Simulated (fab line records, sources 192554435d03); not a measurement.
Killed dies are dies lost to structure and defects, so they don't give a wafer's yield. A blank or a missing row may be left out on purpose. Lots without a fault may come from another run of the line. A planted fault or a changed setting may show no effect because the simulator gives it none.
Chamber matching | flow n5_finfet | N5_BEOL_M7_ALD_77 on ald_metal-03: 4 sister chambers
The step deposits TaN, target thk 2 nm, pulse time 2 s, purge time 3 s. 4 wafers are shown with their chamber, then 7 later ones without.

WAFERS WITH THEIR CHAMBER
wafer  | chamber | heater_power_w (W)
L081.6 | 0       | 496
L088.6 | 2       | 371
L093.2 | 1       | 426
L093.3 | 3       | 417

WAFERS WITHOUT THEIR CHAMBER
wafer  | heater_power_w (W)
L093.4 | 360
L092.1 | 483
L092.2 | 374
L092.4 | 409
L094.3 | 370
L094.4 | 421
L094.6 | 495

WHICH CHAMBER EACH WENT THROUGH
wafer  | from the rows above     | in truth
L093.4 | 2                       | 2
L092.1 | 0                       | 0
L092.2 | 2                       | 2
L092.4 | can't be placed: 3 or 1 | 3
L094.3 | 2                       | 2
L094.4 | can't be placed: 3 or 1 | 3
L094.6 | 0                       | 0
Placed correctly: 5 of 7. Can't be placed from these rows: 2 (the true chamber is among the candidates in 2). Placed wrongly: 0.
How it was worked out, from the rows above alone: a wafer's distance from a chamber is the root of the sum, over the readings, of the square of ((its reading less the chamber's mean) divided by the reading's scatter). The wafer belongs to the nearest chamber; if the next one is less than 2 further off, it can't be placed. A chamber's mean is the mean of its shown wafers. The scatter: with one shown wafer a chamber, the root of the mean of the squares of how far each hidden wafer lies from its nearest shown one.
